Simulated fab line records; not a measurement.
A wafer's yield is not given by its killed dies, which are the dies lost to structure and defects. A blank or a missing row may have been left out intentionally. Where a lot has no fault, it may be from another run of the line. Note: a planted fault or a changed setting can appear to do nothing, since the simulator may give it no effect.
Which tool did it?    flow nand-harc    12 lots, 36 wafers sampled, at 4 steps of a route of 1159

== WHAT EACH GAUGE READ, for each wafer ==
NHARC_A_CONTACT_CD_MEAS_53.
lot   measured      on         cd-nm (nm)
L077  day 16 19:50  cd-sem-02  189.5 189.9 189.2
L075  day 16 21:37  cd-sem-02  189.8 190.2 190.4
L079  day 18 00:16  cd-sem-02  189.8 189.4 189.0
L083  day 18 14:47  cd-sem-01  188.9 188.6 187.9
L082  day 19 00:36  cd-sem-03  189.4 189.4 189.4
L085  day 19 16:16  cd-sem-02  189.8 189.4 190.1
L087  day 19 14:33  cd-sem-02  188.8 188.8 189.6
L088  day 20 12:13  cd-sem-01  189.4 189.6 189.9
L091  day 20 21:50  cd-sem-02  189.5 189.7 189.8
L094  day 21 15:04  cd-sem-02  189.6 189.9 190.3
L095  day 21 22:11  cd-sem-03  188.6 188.7 188.9
L097  day 23 05:16  cd-sem-02  188.6 188.6 188.9

== WHICH TOOL RAN EACH LOT (tool, then ch and the chambers of the sampled wafers, then the start) ==
lot   NHARC_A_SLIT_ETCH_29                NHARC_A_WL_FILL_ETCHBACK_17        NHARC_A_CONTACT_ETCH_122
L077  rie-diel-10 ch 0,3, day 14 23:08    rie-metal-02 ch 0,1, day 15 22:45  har-cap-etch-02 ch 0,1, day 16 18:56
L075  rie-diel-07 ch 0,3, day 15 01:43    rie-metal-03 ch 0,1, day 15 22:22  har-cap-etch-03 ch 0,1, day 16 20:40
L079  rie-diel-09 ch 0,1, day 16 02:25    rie-metal-02 ch 0,1, day 17 01:35  har-cap-etch-02 ch 0,1, day 17 23:21
L083  rie-diel-07 ch 0,2,3, day 16 18:55  rie-metal-03 ch 0,1, day 17 18:13  har-cap-etch-03 ch 0,1, day 18 13:53
L082  rie-diel-09 ch 0,1,2, day 16 22:00  rie-metal-01 ch 0,1, day 18 01:26  har-cap-etch-02 ch 0,1, day 18 23:40
L085  rie-diel-07 ch 0,1, day 17 15:29    rie-metal-03 ch 1, day 18 20:21    har-cap-etch-02 ch 0,1, day 19 15:20
L087  rie-diel-07 ch 1,2,3, day 17 17:10  rie-metal-02 ch 0,1, day 18 20:46  har-cap-etch-03 ch 1, day 19 13:37
L088  rie-diel-07 ch 2,3, day 18 11:58    rie-metal-02 ch 0,1, day 19 13:09  har-cap-etch-03 ch 0,1, day 20 11:13
L091  rie-diel-09 ch 0,1,3, day 18 21:32  rie-metal-01 ch 0,1, day 20 03:14  har-cap-etch-01 ch 1, day 20 20:56
L094  rie-diel-09 ch 0,1,3, day 19 13:30  rie-metal-01 ch 0,1, day 20 17:22  har-cap-etch-01 ch 0,1, day 21 14:10
L095  rie-diel-10 ch 0,3, day 19 16:41    rie-metal-02 ch 0,1, day 20 19:47  har-cap-etch-01 ch 0, day 21 21:16
L097  rie-diel-10 ch 0,1, day 20 19:10    rie-metal-03 ch 0,1, day 22 05:30  har-cap-etch-01 ch 0,1, day 23 04:23
- NHARC_A_SLIT_ETCH_29: etches the open film in CF4/O2, target depth 100 nm, overetch 10 nm, time 55 s.
- NHARC_A_WL_FILL_ETCHBACK_17: etches the open film in Cl2/BCl3, target depth 4 nm, time 26.7 s.
- NHARC_A_CONTACT_ETCH_122: etches the open film in C4F8/O2/Ar, time 95 s, target depth 930 nm.

== THE ANSWER, worked out from the rows above alone ==
Rule: what is usual is taken from the lots themselves. The widest of any qualifying gaps counts: lots, ordered by their means at a reading, are off when they make up no more than a third of the lots, leave a main group of 4 or more, and stand apart from it by 3 or more times the standard deviation of that group's means. If all means in a main group match to the digits the tables above print for the reading, that group is not used. Also off: a lot with no number at a reading for which 4 or more lots have one. The other lots that the step has rows for count as sound.
Across all readings shown, no lot is off: no conclusion can be drawn from this.

== WHAT THE SIMULATOR PUT IN ==
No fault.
